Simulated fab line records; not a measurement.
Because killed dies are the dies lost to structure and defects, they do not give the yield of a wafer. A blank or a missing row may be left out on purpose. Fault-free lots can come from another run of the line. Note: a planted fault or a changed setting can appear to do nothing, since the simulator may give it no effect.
Matching of chambers :: flow nand-harc :: NHARC_A_CHANNEL_FILL_D1_ETCHBACK_20 on rie-diel-02: 4 sister chambers
The step etches the open film in C4F8/O2/Ar, target depth 27 nm, time 13.5 s. 8 wafers are shown with their chamber, then 12 later ones without.

EACH WAFER AND ITS CHAMBER
wafer: L083.4
chamber: 0
rf-vpp-V (V): 977
oes-product-au (a.u.): 0.91

wafer: L083.5
chamber: 0
rf-vpp-V (V): 978
oes-product-au (a.u.): 0.92

wafer: L087.1
chamber: 3
rf-vpp-V (V): 974
oes-product-au (a.u.): 0.94

wafer: L087.4
chamber: 1
rf-vpp-V (V): 982
oes-product-au (a.u.): 0.94

wafer: L087.5
chamber: 3
rf-vpp-V (V): 974
oes-product-au (a.u.): 0.95

wafer: L085.1
chamber: 2
rf-vpp-V (V): 981
oes-product-au (a.u.): 0.99

wafer: L085.3
chamber: 1
rf-vpp-V (V): 983
oes-product-au (a.u.): 0.98

wafer: L085.6
chamber: 2
rf-vpp-V (V): 983
oes-product-au (a.u.): 0.98

WAFERS WHOSE CHAMBER IS MISSING
wafer: L089.1
rf-vpp-V (V): 973
oes-product-au (a.u.): 0.91

wafer: L089.4
rf-vpp-V (V): 977
oes-product-au (a.u.): 0.92

wafer: L089.5
rf-vpp-V (V): 983
oes-product-au (a.u.): 0.91

wafer: L090.1
rf-vpp-V (V): 984
oes-product-au (a.u.): 1.00

wafer: L090.3
rf-vpp-V (V): 982
oes-product-au (a.u.): 1.00

wafer: L090.6
rf-vpp-V (V): 975
oes-product-au (a.u.): 1.00

wafer: L091.2
rf-vpp-V (V): 977
oes-product-au (a.u.): 0.92

wafer: L091.4
rf-vpp-V (V): 984
oes-product-au (a.u.): 0.93

wafer: L091.6
rf-vpp-V (V): 982
oes-product-au (a.u.): 0.93

wafer: L093.2
rf-vpp-V (V): 976
oes-product-au (a.u.): 0.90

wafer: L093.3
rf-vpp-V (V): 983
oes-product-au (a.u.): 0.93

wafer: L093.4
rf-vpp-V (V): 973
oes-product-au (a.u.): 0.92

CHAMBER TAKEN BY EACH
wafer: L089.1
from the rows above: 3
in truth: 3

wafer: L089.4
from the rows above: 0
in truth: 0

wafer: L089.5
from the rows above: can't be placed: 1 or 2
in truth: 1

wafer: L090.1
from the rows above: can't be placed: 2 or 1
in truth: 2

wafer: L090.3
from the rows above: can't be placed: 2 or 1
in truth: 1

wafer: L090.6
from the rows above: 3
in truth: 3

wafer: L091.2
from the rows above: 0
in truth: 0

wafer: L091.4
from the rows above: can't be placed: 1 or 2
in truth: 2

wafer: L091.6
from the rows above: can't be placed: 1 or 2
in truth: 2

wafer: L093.2
from the rows above: can't be placed: 0 or 3
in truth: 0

wafer: L093.3
from the rows above: can't be placed: 1 or 2
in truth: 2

wafer: L093.4
from the rows above: 3
in truth: 3
Placed correctly: 5 of 12. Can't be placed from these rows: 7 (the true chamber is among the candidates in 7). Number placed wrongly: 0.
How it was worked out, from the rows above alone: a wafer's distance from a chamber is the root of the sum, over the readings, of the square of ((its reading less the chamber's mean) divided by the reading's scatter). If the next closest chamber is less than 2 further off than the closest, the wafer can't be placed; otherwise it belongs to the closest. Each chamber's mean is taken over the wafers shown for it. The scatter is the square root of a quotient: the sum, over the shown wafers, of each reading's squared deviation from its chamber's mean, divided by wafers minus chambers.
